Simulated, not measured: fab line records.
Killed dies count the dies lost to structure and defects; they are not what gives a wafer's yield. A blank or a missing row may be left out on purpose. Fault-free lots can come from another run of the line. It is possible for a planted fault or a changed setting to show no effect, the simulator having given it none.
Which of the tools did it? -- flow nand-harc -- 11 lots, 33 wafers sampled, at 5 steps of a route of 1302

== WHAT THE GAUGES SHOWED, per wafer ==
NHARC_P_M2_THK_MEAS_24: measures by xrf.
lot,measured,on,thk-nm (nm)
L717,day 7 04:01,film-metro-01,143.7 144.8 143.8
L718,day 7 18:22,film-metro-01,144.8 145.4 142.3
L720,day 8 18:50,film-metro-01,143.7 145.4 146.0
L721,day 8 22:06,film-metro-01,141.3 143.9 142.3
L723,day 10 02:51,film-metro-01,143.8 145.7 144.8
L724,day 10 08:06,film-metro-01,145.8 145.7 143.9
L726,day 10 23:46,film-metro-01,145.9 146.4 144.8
L727,day 11 09:04,film-metro-01,142.6 143.6 142.5
L729,day 12 11:53,film-metro-02,146.2 143.7 144.8
L731,day 13 03:46,film-metro-01,143.8 111.8 145.8
L733,day 13 23:31,film-metro-01,144.6 112.4 109.8

== WHAT TOOL EACH LOT RAN ON (gives the tool, then ch and the chambers of the sampled wafers, and finally the start) ==
lot,NHARC_P_M1_ANNEAL_31,NHARC_P_M2_PVD_20,NHARC_P_M2_ECD_22,NHARC_P_M2_CMP_23
L717,"rtp-anneal-02 ch 0, day 6 23:07","pvd-sputter-01, day 7 02:58 or earlier","ecd-cu-01 ch 0,1, day 7 02:58","cmp-03 ch 0,3, day 7 03:42"
L718,"rtp-anneal-01 ch 0, day 7 13:37","pvd-sputter-02, day 7 17:23 or earlier","ecd-cu-02 ch 0,1, day 7 17:23","cmp-02 ch 0,2,3, day 7 18:07"
L720,"rtp-anneal-02 ch 0, day 8 14:04","pvd-sputter-01, day 8 17:48 or earlier","ecd-cu-01 ch 0,1, day 8 17:48","cmp-03 ch 1,2, day 8 18:31"
L721,"rtp-anneal-02 ch 0, day 8 17:18","pvd-sputter-03, day 8 21:04 or earlier","ecd-cu-01 ch 0,1, day 8 21:04","cmp-01 ch 1,2,3, day 8 21:47"
L723,"rtp-anneal-02 ch 0, day 9 22:03","pvd-sputter-02, day 10 01:52 or earlier","ecd-cu-01 ch 0,1, day 10 01:52","cmp-03 ch 1,2, day 10 02:32"
L724,"rtp-anneal-01 ch 0, day 10 03:13","pvd-sputter-03, day 10 07:04 or earlier","ecd-cu-02 ch 0,1, day 10 07:04","cmp-03 ch 1,2,3, day 10 07:47"
L726,"rtp-anneal-02 ch 0, day 10 19:07","pvd-sputter-01, day 10 22:50 or earlier","ecd-cu-02 ch 0,1, day 10 22:50","cmp-03 ch 2,3, day 10 23:29"
L727,"rtp-anneal-01 ch 0, day 11 04:15","pvd-sputter-02, day 11 08:02 or earlier","ecd-cu-01 ch 0,1, day 11 08:02","cmp-01 ch 2,3, day 11 08:47"
L729,"rtp-anneal-01 ch 0, day 12 07:11","pvd-sputter-01, day 12 10:52 or earlier","ecd-cu-02 ch 0,1, day 12 10:52","cmp-03 ch 2,3, day 12 11:35"
L731,"rtp-anneal-01 ch 0, day 12 22:57","pvd-sputter-01, day 13 02:47 or earlier","ecd-cu-02 ch 0,1, day 13 02:47","cmp-01 ch 0,2, day 13 03:28"
L733,"rtp-anneal-01 ch 0, day 13 18:56","pvd-sputter-02, day 13 22:34 or earlier","ecd-cu-02 ch 0,1, day 13 22:34","cmp-03 ch 0,3, day 13 23:12"
- NHARC_P_M1_ANNEAL_31: time 90 s.
- NHARC_P_M2_PVD_20: deposits TaN, target thk 5 nm, time 8.06 s.
- NHARC_P_M2_ECD_22: material Cu, target thk 400 nm.
- NHARC_P_M2_CMP_23: polishes, t overpolish 20 s, target thk 144.3 nm.

== THE ANSWER, worked out from the rows above alone ==
Rule: the usual values come from the lots themselves. The widest of any qualifying gaps counts: lots, ordered by their means at a reading, are off when they make up no more than a third of the lots, leave a main group of 4 or more, and stand apart from it by 3 or more times the standard deviation of that group's means. The tables above print the reading to a certain number of digits; a main group whose means all agree to those digits is not used. A lot without any number at a reading at which 4 lots or more have one is off too. The other lots that the step has rows for count as sound.
Off, at NHARC_P_M2_THK_MEAS_24 on thk-nm: L731, L733. Main group: mean 144.4 nm, sd 1.
If a tool, at a process step before that reading, ran all the lots that are off and no sound lot after the first of them, it fits. Gauges at NHARC_P_M2_THK_MEAS_24: tried the same way as those tools. NHARC_P_M2_PVD_20: start missing for some lots; hours and lot order therefore follow NHARC_P_M2_ECD_22. Can't be told from this: 3 tools fit, rtp-anneal-01 at NHARC_P_M1_ANNEAL_31, ecd-cu-02 at NHARC_P_M2_ECD_22, film-metro-01 at NHARC_P_M2_THK_MEAS_24.

== WHAT THE SIMULATOR PUT IN ==
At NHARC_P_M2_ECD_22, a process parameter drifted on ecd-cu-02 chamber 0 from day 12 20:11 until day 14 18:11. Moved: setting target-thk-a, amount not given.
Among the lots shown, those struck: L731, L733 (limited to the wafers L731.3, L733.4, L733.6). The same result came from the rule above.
